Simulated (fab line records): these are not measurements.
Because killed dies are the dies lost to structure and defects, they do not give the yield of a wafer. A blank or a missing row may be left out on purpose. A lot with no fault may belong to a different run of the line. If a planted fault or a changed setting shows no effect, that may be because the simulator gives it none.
fab line records	flow n5-finfet
record: lots: 24	wafers: 72	last-day: 17
route steps=1938 shown BEOL_M7@1276 BEOL_M8@1336
lots with no fault: from the same line, run without faults
start-h: hours from the record's first day to the start of the lot's first wafer shown	wait-h: time in hours since the lot's previous step	" same as the row above	L1.1+2: several wafers, shown together as one row	- no value, or no start given	* or withheld: withheld	< > ~ a bound
route shown NAME@n: a module of which the file shows steps, and the number in the route of the first	usual: mean and standard deviation over wafers with no fault	same: alike in all rows	chamber/n: place in a boat	sites: the reading at each site	_std_site: the values' standard deviation	_edge_site: the outer-site mean with the inner-site mean subtracted	radius-mm: how far each site lies from the wafer's centre	mask NAME#n: copy n	behind: tool/chamber where the wafer was last shaped	hold: cause of the lot's hold/its duration in hours/its outcome	device: the transistor (n, p or np) that didn't switch	end of line: tests of these same wafers at the route's end	step lacking rows: just its recipe	killed: dies that structure and defects cost at the first sort, which is not the same as the wafer's yield	map: a wafer's dies, x killed, . not, _ none there
set.NAME: the run value of the setting; set.NAME@STEP: its run value at that earlier step	model.NAME: the simulator's own value behind a step, which no gauge read
steps of the route over a sample of lots; a table a step, a row a wafer
services: the hour from which a tool's chamber was out of use, counted from the record's first day as start-h (under 0 if before that day), plus the number of hours and why
== steps ==
step: N5_BEOL_M7_CD_MEAS_11
recipe: target-cd-nm: 38.5	landing-energy-ev: 500	detector: se-inlens	polarity: opening
usual: cd-nm: 38.6/0.44
lot.wafer	tool	chamber	start-h	wait-h	cd-nm
L075.1	cd-sem-03	0	191.34	-	39.5
L075.4	"	0	"	"	39.1
L075.5	"	0	"	"	38.6
L074.1	cd-sem-01	0	191.74	-	38.6
L074.3	"	0	"	"	38.2
L074.6	"	0	"	"	38.7
L076.2	cd-sem-01	0	200.02	-	38.5
L076.3	"	0	"	"	38.3
L076.6	"	0	"	"	38.6
L077.3	cd-sem-03	0	206.30	-	38.5
L077.4	"	0	"	"	38.8
L077.6	"	0	"	"	38.5
L078.1	cd-sem-01	0	211.80	-	38.1
L078.3	"	0	"	"	38.5
L078.5	"	0	"	"	38.1
L079.1	cd-sem-02	0	223.93	-	39.3
L079.5	"	0	"	"	38.8
L079.6	"	0	"	"	38.7
L080.1	cd-sem-02	0	225.06	-	38.6
L080.4	"	0	"	"	38.4
L080.6	"	0	"	"	37.9
L081.4	cd-sem-03	0	242.40	-	38.8
L081.5	"	0	"	"	38.2
L081.6	"	0	"	"	37.7
L082.2	cd-sem-02	0	242.56	-	39.0
L082.3	"	0	"	"	38.3
L082.6	"	0	"	"	38.8
L083.1	cd-sem-02	0	254.08	-	38.5
L083.2	"	0	"	"	38.4
L083.4	"	0	"	"	38.5
L086.2	cd-sem-02	0	257.73	-	38.9
L086.3	"	0	"	"	38.6
L086.5	"	0	"	"	38.7
L085.2	cd-sem-02	0	257.99	-	38.3
L085.3	"	0	"	"	37.8
L085.4	"	0	"	"	37.8
L084.1	cd-sem-02	0	258.30	-	38.1
L084.2	"	0	"	"	38.6
L084.3	"	0	"	"	38.3
L087.2	cd-sem-01	0	267.29	-	39.5
L087.3	"	0	"	"	39.2
L087.6	"	0	"	"	38.9
L089.3	cd-sem-03	0	278.65	-	38.8
L089.5	"	0	"	"	39.2
L089.6	"	0	"	"	38.4
L088.1	cd-sem-02	0	278.69	-	38.0
L088.3	"	0	"	"	38.1
L088.4	"	0	"	"	38.8
L091.2	cd-sem-02	0	286.96	-	38.6
L091.5	"	0	"	"	38.4
L091.6	"	0	"	"	38.6
L092.1	cd-sem-02	0	292.00	-	37.9
L092.4	"	0	"	"	38.7
L092.6	"	0	"	"	38.9
L090.2	cd-sem-03	0	293.02	-	38.6
L090.5	"	0	"	"	38.7
L090.6	"	0	"	"	38.8
L094.1	cd-sem-02	0	319.14	-	38.0
L094.2	"	0	"	"	38.0
L094.6	"	0	"	"	38.2
L093.3	cd-sem-02	0	319.56	-	37.7
L093.4	"	0	"	"	38.7
L093.6	"	0	"	"	38.7
L095.1	cd-sem-02	0	321.19	-	38.1
L095.2	"	0	"	"	38.0
L095.4	"	0	"	"	38.6
L096.2	cd-sem-03	0	322.05	-	38.5
L096.4	"	0	"	"	38.3
L096.5	"	0	"	"	38.1
L097.1	cd-sem-03	0	322.44	-	38.9
L097.2	"	0	"	"	39.2
L097.5	"	0	"	"	39.5
step: N5_BEOL_M7_INSPECT_13
recipe: mode: adi	inspect-instrument: brightfield
usual: raw-defect-count: 376/84
lot.wafer	tool	chamber	start-h	wait-h	raw-defect-count
L075.1	defect-inspect-02	-	191.39	0.0	292
L075.4	"	-	"	"	343
L075.5	"	-	"	"	228
L074.1	defect-inspect-01	-	191.79	0.0	481
L074.3	"	-	"	"	433
L074.6	"	-	"	"	367
L076.2	defect-inspect-02	-	200.08	0.0	343
L076.3	"	-	"	"	355
L076.6	"	-	"	"	357
L077.3	defect-inspect-01	-	206.35	0.0	360
L077.4	"	-	"	"	348
L077.6	"	-	"	"	435
L078.1	defect-inspect-01	-	211.85	0.0	294
L078.3	"	-	"	"	297
L078.5	"	-	"	"	283
L079.1	defect-inspect-01	-	223.99	0.0	569
L079.5	"	-	"	"	368
L079.6	"	-	"	"	434
L080.1	defect-inspect-01	-	225.12	0.0	284
L080.4	"	-	"	"	238
L080.6	"	-	"	"	304
L081.4	defect-inspect-01	-	242.45	0.0	457
L081.5	"	-	"	"	424
L081.6	"	-	"	"	293
L082.2	defect-inspect-02	-	242.62	0.0	207
L082.3	"	-	"	"	423
L082.6	"	-	"	"	337
L083.1	defect-inspect-02	-	254.14	0.0	527
L083.2	"	-	"	"	397
L083.4	"	-	"	"	263
L086.2	defect-inspect-01	-	257.78	0.0	339
L086.3	"	-	"	"	243
L086.5	"	-	"	"	383
L085.2	defect-inspect-01	-	258.04	0.0	305
L085.3	"	-	"	"	383
L085.4	"	-	"	"	429
L084.1	defect-inspect-02	-	258.35	0.0	508
L084.2	"	-	"	"	413
L084.3	"	-	"	"	447
L087.2	defect-inspect-02	-	267.34	0.0	507
L087.3	"	-	"	"	291
L087.6	"	-	"	"	319
L089.3	defect-inspect-02	-	278.70	0.0	339
L089.5	"	-	"	"	440
L089.6	"	-	"	"	387
L088.1	defect-inspect-02	-	278.74	0.0	514
L088.3	"	-	"	"	490
L088.4	"	-	"	"	509
L091.2	defect-inspect-01	-	287.01	0.0	258
L091.5	"	-	"	"	257
L091.6	"	-	"	"	186
L092.1	defect-inspect-02	-	292.06	0.0	389
L092.4	"	-	"	"	277
L092.6	"	-	"	"	363
L090.2	defect-inspect-02	-	293.07	0.0	418
L090.5	"	-	"	"	400
L090.6	"	-	"	"	421
L094.1	defect-inspect-01	-	319.19	0.0	396
L094.2	"	-	"	"	339
L094.6	"	-	"	"	397
L093.3	defect-inspect-02	-	319.61	0.0	388
L093.4	"	-	"	"	383
L093.6	"	-	"	"	385
L095.1	defect-inspect-02	-	321.24	0.0	391
L095.2	"	-	"	"	402
L095.4	"	-	"	"	439
L096.2	defect-inspect-02	-	322.11	0.0	453
L096.4	"	-	"	"	477
L096.5	"	-	"	"	516
L097.1	defect-inspect-02	-	322.49	0.0	639
L097.2	"	-	"	"	379
L097.5	"	-	"	"	331
step: N5_BEOL_M8_HM_DEP_02
recipe: material: TiN	target-thk-a: 200	temp-c: 25	chamber-pressure-pa: 0.49996
usual: throttle-valve-pct: 30.0/0.41
lot.wafer	tool	chamber	start-h	wait-h	throttle-valve-pct
L075.1	pvd-sputter-02	-	199.01	1.2	30.1
L075.4	"	-	"	"	30.0
L075.5	"	-	"	"	30.3
L074.1	pvd-sputter-01	-	199.05	0.6	29.7
L074.3	"	-	"	"	31.0
L074.6	"	-	"	"	29.6
L076.2	pvd-sputter-02	-	207.92	0.8	30.6
L076.3	"	-	"	"	30.0
L076.6	"	-	"	"	30.1
L077.3	pvd-sputter-01	-	211.78	0.6	29.7
L077.4	"	-	"	"	30.7
L077.6	"	-	"	"	30.0
L078.1	pvd-sputter-02	-	226.05	1.0	29.7
L078.3	"	-	"	"	30.6
L078.5	"	-	"	"	30.2
L079.1	pvd-sputter-02	-	232.33	1.5	30.0
L079.5	"	-	"	"	30.2
L079.6	"	-	"	"	30.0
L080.1	pvd-sputter-03	-	233.86	0.5	30.1
L080.4	"	-	"	"	30.5
L080.6	"	-	"	"	29.8
L081.4	pvd-sputter-03	-	253.67	2.3	29.7
L081.5	"	-	"	"	29.7
L081.6	"	-	"	"	30.4
L082.2	pvd-sputter-03	-	253.87	2.1	29.9
L082.3	"	-	"	"	29.5
L082.6	"	-	"	"	29.9
L083.1	pvd-sputter-03	-	260.14	1.3	30.3
L083.2	"	-	"	"	29.5
L083.4	"	-	"	"	30.4
L086.2	pvd-sputter-03	-	263.76	0.6	29.7
L086.3	"	-	"	"	29.6
L086.5	"	-	"	"	29.6
L085.2	pvd-sputter-01	-	266.83	0.7	29.8
L085.3	"	-	"	"	30.0
L085.4	"	-	"	"	29.7
L084.1	pvd-sputter-01	-	267.81	0.9	30.8
L084.2	"	-	"	"	29.9
L084.3	"	-	"	"	29.6
L087.2	pvd-sputter-03	-	274.27	2.2	29.7
L087.3	"	-	"	"	29.8
L087.6	"	-	"	"	30.7
L089.3	pvd-sputter-03	-	286.82	0.8	30.0
L089.5	"	-	"	"	30.3
L089.6	"	-	"	"	30.4
L088.1	pvd-sputter-01	-	289.24	0.1	30.8
L088.3	"	-	"	"	30.1
L088.4	"	-	"	"	29.8
L091.2	pvd-sputter-02	-	292.42	0.7	29.9
L091.5	"	-	"	"	30.6
L091.6	"	-	"	"	29.5
L092.1	pvd-sputter-01	-	298.32	0.9	30.0
L092.4	"	-	"	"	29.6
L092.6	"	-	"	"	29.9
L090.2	pvd-sputter-03	-	299.52	0.4	30.5
L090.5	"	-	"	"	30.0
L090.6	"	-	"	"	30.0
L094.1	pvd-sputter-02	-	328.43	1.3	30.4
L094.2	"	-	"	"	29.6
L094.6	"	-	"	"	30.8
L093.3	pvd-sputter-02	-	328.69	1.1	30.2
L093.4	"	-	"	"	30.5
L093.6	"	-	"	"	30.3
L097.1	pvd-sputter-02	-	328.95	0.9	30.7
L097.2	"	-	"	"	30.4
L097.5	"	-	"	"	30.5
L095.1	pvd-sputter-02	-	329.13	0.8	30.6
L095.2	"	-	"	"	29.5
L095.4	"	-	"	"	29.7
L096.2	pvd-sputter-02	-	329.31	0.7	30.2
L096.4	"	-	"	"	29.7
L096.5	"	-	"	"	30.0
step: N5_BEOL_M8_OVL_MEAS_12
recipe: points-per-wafer: 44
usual: M8_OVL: -0.4/0.71
same: points-per-wafer: 44
lot.wafer	tool	chamber	start-h	wait-h	M8_OVL[nm]
L075.1	overlay-01	0	199.54	0.0	-0.1
L075.4	"	0	"	"	0.0
L075.5	"	0	"	"	0.8
L074.1	overlay-01	0	199.71	0.0	-0.4
L074.3	"	0	"	"	-0.2
L074.6	"	0	"	"	0.6
L076.2	overlay-02	0	208.45	0.0	-1.0
L076.3	"	0	"	"	-0.1
L076.6	"	0	"	"	-0.9
L077.3	overlay-01	0	212.31	0.0	-0.7
L077.4	"	0	"	"	-0.3
L077.6	"	0	"	"	1.0
L078.1	overlay-01	0	226.58	0.0	-2.0
L078.3	"	0	"	"	-1.2
L078.5	"	0	"	"	-1.2
L079.1	overlay-01	0	232.86	0.0	-0.8
L079.5	"	0	"	"	-0.9
L079.6	"	0	"	"	-1.2
L080.1	overlay-01	0	234.38	0.0	-1.3
L080.4	"	0	"	"	-1.6
L080.6	"	0	"	"	-1.4
L081.4	overlay-01	0	254.20	0.0	0.2
L081.5	"	0	"	"	0.1
L081.6	"	0	"	"	-1.5
L082.2	overlay-01	0	254.27	0.0	-0.3
L082.3	"	0	"	"	0.5
L082.6	"	0	"	"	-0.6
L083.1	overlay-02	0	260.54	0.0	-1.1
L083.2	"	0	"	"	-0.7
L083.4	"	0	"	"	-1.2
L086.2	overlay-02	0	264.29	0.0	0.0
L086.3	"	0	"	"	-0.3
L086.5	"	0	"	"	-0.1
L085.2	overlay-01	0	267.23	0.0	-0.4
L085.3	"	0	"	"	-0.3
L085.4	"	0	"	"	-0.5
L084.1	overlay-01	0	268.33	0.0	-1.3
L084.2	"	0	"	"	-1.4
L084.3	"	0	"	"	-1.0
L087.2	overlay-01	0	274.80	0.0	1.0
L087.3	"	0	"	"	-0.5
L087.6	"	0	"	"	0.6
L089.3	overlay-02	0	287.35	0.0	-1.1
L089.5	"	0	"	"	-1.5
L089.6	"	0	"	"	-0.3
L088.1	overlay-02	0	289.64	0.0	-1.1
L088.3	"	0	"	"	-1.5
L088.4	"	0	"	"	-0.9
L091.2	overlay-02	0	292.95	0.0	-0.5
L091.5	"	0	"	"	0.0
L091.6	"	0	"	"	-0.1
L092.1	overlay-02	0	298.73	0.0	0.0
L092.4	"	0	"	"	0.2
L092.6	"	0	"	"	0.3
L090.2	overlay-02	0	300.04	0.0	0.3
L090.5	"	0	"	"	-0.1
L090.6	"	0	"	"	-0.5
L094.1	overlay-02	0	328.83	0.0	0.4
L094.2	"	0	"	"	0.5
L094.6	"	0	"	"	0.9
L093.3	overlay-01	0	329.22	0.0	-1.4
L093.4	"	0	"	"	-0.4
L093.6	"	0	"	"	-1.5
L097.1	overlay-02	0	329.48	0.0	0.9
L097.2	"	0	"	"	0.3
L097.5	"	0	"	"	-0.3
L095.1	overlay-01	0	329.66	0.0	0.1
L095.2	"	0	"	"	-0.8
L095.4	"	0	"	"	-0.6
L096.2	overlay-02	0	329.84	0.0	0.5
L096.4	"	0	"	"	1.3
L096.5	"	0	"	"	1.0
step: N5_BEOL_M8_INSPECT_13
recipe: mode: adi	inspect-instrument: brightfield
usual: raw-defect-count: 384/94
lot.wafer	tool	chamber	start-h	wait-h	raw-defect-count
L075.1	defect-inspect-02	-	199.56	0.0	408
L075.4	"	-	"	"	336
L075.5	"	-	"	"	420
L074.1	defect-inspect-02	-	199.73	0.0	334
L074.3	"	-	"	"	297
L074.6	"	-	"	"	370
L076.2	defect-inspect-02	-	208.48	0.0	533
L076.3	"	-	"	"	587
L076.6	"	-	"	"	530
L077.3	defect-inspect-01	-	212.34	0.0	261
L077.4	"	-	"	"	291
L077.6	"	-	"	"	265
L078.1	defect-inspect-01	-	226.60	0.0	331
L078.3	"	-	"	"	346
L078.5	"	-	"	"	340
L079.1	defect-inspect-01	-	232.89	0.0	344
L079.5	"	-	"	"	267
L079.6	"	-	"	"	481
L080.1	defect-inspect-02	-	234.41	0.0	392
L080.4	"	-	"	"	378
L080.6	"	-	"	"	272
L081.4	defect-inspect-02	-	254.22	0.0	469
L081.5	"	-	"	"	433
L081.6	"	-	"	"	350
L082.2	defect-inspect-02	-	254.30	0.0	404
L082.3	"	-	"	"	356
L082.6	"	-	"	"	331
L083.1	defect-inspect-02	-	260.56	0.0	465
L083.2	"	-	"	"	508
L083.4	"	-	"	"	364
L086.2	defect-inspect-01	-	264.32	0.0	268
L086.3	"	-	"	"	351
L086.5	"	-	"	"	425
L085.2	defect-inspect-02	-	267.25	0.0	396
L085.3	"	-	"	"	310
L085.4	"	-	"	"	347
L084.1	defect-inspect-02	-	268.36	0.0	424
L084.2	"	-	"	"	580
L084.3	"	-	"	"	621
L087.2	defect-inspect-02	-	274.82	0.0	306
L087.3	"	-	"	"	325
L087.6	"	-	"	"	302
L089.3	defect-inspect-02	-	287.38	0.0	380
L089.5	"	-	"	"	315
L089.6	"	-	"	"	412
L088.1	defect-inspect-02	-	289.66	0.0	429
L088.3	"	-	"	"	396
L088.4	"	-	"	"	348
L091.2	defect-inspect-02	-	292.97	0.0	563
L091.5	"	-	"	"	419
L091.6	"	-	"	"	588
L092.1	defect-inspect-02	-	298.75	0.0	277
L092.4	"	-	"	"	335
L092.6	"	-	"	"	334
L090.2	defect-inspect-01	-	300.07	0.0	408
L090.5	"	-	"	"	415
L090.6	"	-	"	"	375
L094.1	defect-inspect-01	-	328.86	0.0	359
L094.2	"	-	"	"	309
L094.6	"	-	"	"	383
L093.3	defect-inspect-01	-	329.25	0.0	277
L093.4	"	-	"	"	260
L093.6	"	-	"	"	268
L097.1	defect-inspect-01	-	329.50	0.0	447
L097.2	"	-	"	"	377
L097.5	"	-	"	"	290
L095.1	defect-inspect-01	-	329.68	0.0	416
L095.2	"	-	"	"	463
L095.4	"	-	"	"	454
L096.2	defect-inspect-01	-	329.86	0.0	393
L096.4	"	-	"	"	482
L096.5	"	-	"	"	496
step: N5_BEOL_M8_ETCH_72
recipe: chemistry: N2/H2	target: underlayer	target-depth-a: 65	mask-material: CAR-EUV	time-s: 5.2	ion-energy-ev: 200	pressure-mtorr: 30	source-w: 840	bias-w: 150	n2-flow-sccm: 200	h2-flow-sccm: 200	ends: cleared
usual: drypump-motor-current-A: 5.6/0.5	etch-rf-on-time-s: 5.15/0.092	oes-product-au: 0.70/0.06	rf-vpp-V: 524.2/2.3	showerhead-plenum-p-Torr: 2.56/0.063	throttle-valve-pct: 17.78/0.22
lot.wafer	tool	chamber	start-h	wait-h	drypump-motor-current-A	etch-rf-on-time-s	oes-product-au	rf-hours-counter-h	rf-vpp-V	showerhead-plenum-p-Torr	throttle-valve-pct
L074.1	rie-diel-04	1	201.97	0.0	5.5	5.24	0.61	206	523.0	2.52	18.07
L074.3	"	2	"	"	5.2	4.98	0.78	50	524.7	2.57	17.56
L074.6	"	0	"	"	6.3	5.11	0.72	-	526.5	2.58	17.29
L075.1	rie-diel-02	2	202.35	0.0	4.9	5.10	0.68	114	524.3	2.56	18.08
L075.4	"	0	"	"	5.0	5.20	0.79	9	528.9	2.71	17.68
L075.5	"	3	"	"	5.9	5.02	0.75	-	529.8	2.70	17.63
L076.2	rie-diel-04	0	210.61	0.0	6.3	5.11	0.71	65	524.8	2.58	17.33
L076.3	"	3	"	"	5.5	5.12	0.67	123	525.2	2.55	17.87
L076.6	"	2	"	"	5.1	4.99	0.76	-	525.7	2.57	17.57
L077.3	rie-diel-04	2	219.48	0.0	5.2	4.95	0.76	56	522.4	2.57	17.57
L077.4	"	1	"	"	5.5	5.19	0.60	212	523.3	2.52	18.11
L077.6	"	1	"	"	5.5	5.21	0.60	-	522.3	2.52	18.08
L078.1	rie-diel-04	3	228.77	0.0	5.5	5.11	0.66	129	525.1	2.55	17.91
L078.3	"	2	"	"	5.1	4.95	0.76	59	523.2	2.57	17.57
L078.5	"	1	"	"	5.5	5.17	0.61	-	524.1	2.51	18.10
L079.1	rie-diel-04	0	236.10	0.0	6.3	5.13	0.69	76	523.9	2.57	17.34
L079.5	"	0	"	"	6.3	5.14	0.69	-	525.8	2.57	17.33
L079.6	"	3	"	"	5.5	5.08	0.67	-	524.6	2.55	17.91
L080.1	rie-diel-06	1	239.49	0.0	5.3	5.26	0.74	32	526.1	2.59	17.79
L080.4	"	3	"	"	5.0	5.23	0.60	250	522.4	2.51	18.18
L080.6	"	1	"	"	5.3	5.25	0.73	-	525.0	2.59	17.79
L081.4	rie-diel-04	2	255.19	0.0	5.1	4.92	0.74	72	524.3	2.56	17.61
L081.5	"	1	"	"	5.5	5.15	0.59	-	520.9	2.51	18.11
L081.6	"	2	"	"	5.1	4.95	0.76	-	524.8	2.56	17.62
L082.2	rie-diel-02	2	255.51	0.0	4.9	5.08	0.67	124	524.3	2.56	18.11
L082.3	"	3	"	"	5.9	5.10	0.74	60	529.3	2.69	17.65
L082.6	"	2	"	"	5.0	5.09	0.67	-	524.9	2.56	18.11
L083.1	rie-diel-02	1	262.60	0.0	6.7	5.20	0.76	45	522.6	2.48	17.72
L083.2	"	2	"	"	5.0	5.21	0.66	126	525.1	2.56	18.10
L083.4	"	3	"	"	5.9	5.12	0.73	63	527.4	2.69	17.67
L086.2	rie-diel-02	0	265.41	0.0	5.0	5.24	0.77	21	529.5	2.71	17.71
L086.3	"	2	"	"	5.0	5.11	0.67	127	521.7	2.56	18.08
L086.5	"	1	"	"	6.7	5.23	0.76	-	519.4	2.48	17.74
L085.2	rie-diel-06	2	268.66	0.0	6.1	5.25	0.69	81	521.8	2.47	17.86
L085.3	"	0	"	"	5.8	5.10	0.59	242	521.0	2.50	17.96
L085.4	"	3	"	"	5.0	5.05	0.85	3	523.7	2.51	17.74
L084.1	rie-diel-04	1	269.87	0.0	5.5	5.19	0.60	235	524.0	2.51	18.11
L084.2	"	2	"	"	5.1	5.04	0.73	78	523.1	2.56	17.64
L084.3	"	3	"	"	5.5	5.20	0.65	147	523.0	2.54	17.95
L087.2	rie-diel-06	2	277.70	0.0	6.1	5.27	0.68	83	519.3	2.47	17.85
L087.3	"	0	"	"	5.8	5.17	0.58	246	521.4	2.50	17.98
L087.6	"	1	"	"	5.3	5.30	0.72	-	524.8	2.59	17.81
L089.3	rie-diel-02	0	288.67	0.0	5.0	5.27	0.75	29	530.2	2.70	17.72
L089.5	"	1	"	"	6.7	5.20	0.74	-	521.3	2.48	17.77
L089.6	"	2	"	"	5.0	5.18	0.65	-	523.9	2.55	18.14
L088.1	rie-diel-04	2	290.86	0.0	5.2	5.06	0.73	86	525.5	2.56	17.63
L088.3	"	0	"	"	6.2	5.20	0.67	99	527.5	2.56	17.39
L088.4	"	0	"	"	6.2	5.20	0.66	-	524.4	2.56	17.38
L091.2	rie-diel-04	2	294.22	0.0	5.1	5.02	0.72	88	523.8	2.56	17.64
L091.5	"	2	"	"	5.1	5.01	0.72	-	524.9	2.56	17.65
L091.6	"	3	"	"	5.5	5.10	0.64	-	525.2	2.54	17.97
L092.1	rie-diel-04	0	299.83	0.0	6.3	5.20	0.67	102	522.5	2.56	17.39
L092.4	"	1	"	"	5.5	5.28	0.59	241	524.2	2.51	18.11
L092.6	"	2	"	"	5.2	5.05	0.73	-	524.8	2.55	17.63
L090.2	rie-diel-06	1	301.10	0.0	5.3	5.29	0.70	56	523.7	2.58	17.83
L090.5	"	1	"	"	5.3	5.28	0.71	-	524.4	2.58	17.83
L090.6	"	2	"	"	6.1	5.28	0.68	-	520.6	2.46	17.86
L094.1	rie-diel-04	0	332.24	0.0	6.2	5.14	0.66	116	525.0	2.56	17.41
L094.2	"	3	"	"	5.5	5.11	0.63	174	522.8	2.53	17.99
L094.6	"	3	"	"	5.5	5.09	0.63	-	522.7	2.53	17.99
L093.3	rie-diel-06	2	332.30	0.0	6.1	5.28	0.66	105	519.5	2.46	17.89
L093.4	"	3	"	"	5.0	5.09	0.80	28	521.9	2.50	17.77
L093.6	"	1	"	"	5.3	5.30	0.69	-	527.7	2.58	17.83
L097.1	rie-diel-04	2	332.64	0.0	5.1	5.00	0.73	99	523.3	2.55	17.66
L097.2	"	3	"	"	5.5	5.11	0.64	174	526.5	2.53	18.00
L097.5	"	2	"	"	5.1	5.03	0.72	-	523.5	2.55	17.65
L095.1	rie-diel-06	2	332.70	0.0	6.1	5.30	0.65	105	523.2	2.46	17.86
L095.2	"	0	"	"	5.8	5.14	0.82	9	521.0	2.50	17.60
L095.4	"	3	"	"	5.0	5.02	0.80	28	522.2	2.50	17.76
L096.2	rie-diel-02	2	332.74	0.0	4.9	5.16	0.64	149	522.9	2.55	18.18
L096.4	"	1	"	"	6.7	5.23	0.71	70	522.2	2.47	17.77
L096.5	"	2	"	"	5.0	5.18	0.64	-	523.4	2.55	18.16
== services ==
tool	chamber	start-h	hours	kind
rie-diel-06	1	175.24	16.7	repair
pvd-sputter-02	-	187.05	3.7	repair
rie-diel-02	3	196.56	2.4	repair
rie-diel-02	-	217.41	0.9	repair
rie-diel-02	-	221.67	28.1	pm
rie-diel-06	3	240.20	-	clean
rie-diel-06	3	240.20	-	consumable-replace:focus-ring
rie-diel-06	3	240.20	19.6	scheduled-down
rie-diel-06	3	240.20	19.6	vent-cycle
rie-diel-04	1	283.96	9.8	repair
rie-diel-06	0	291.93	-	clean
rie-diel-06	0	291.93	-	consumable-replace:focus-ring
rie-diel-06	0	291.93	14.4	scheduled-down
rie-diel-06	0	291.93	14.4	vent-cycle
rie-diel-04	2	306.92	9.3	repair
rie-diel-04	1	322.19	-	clean
rie-diel-04	1	322.19	-	consumable-replace:focus-ring
rie-diel-04	1	322.19	16.8	scheduled-down
rie-diel-04	1	322.19	16.8	vent-cycle
== key ==
fault none
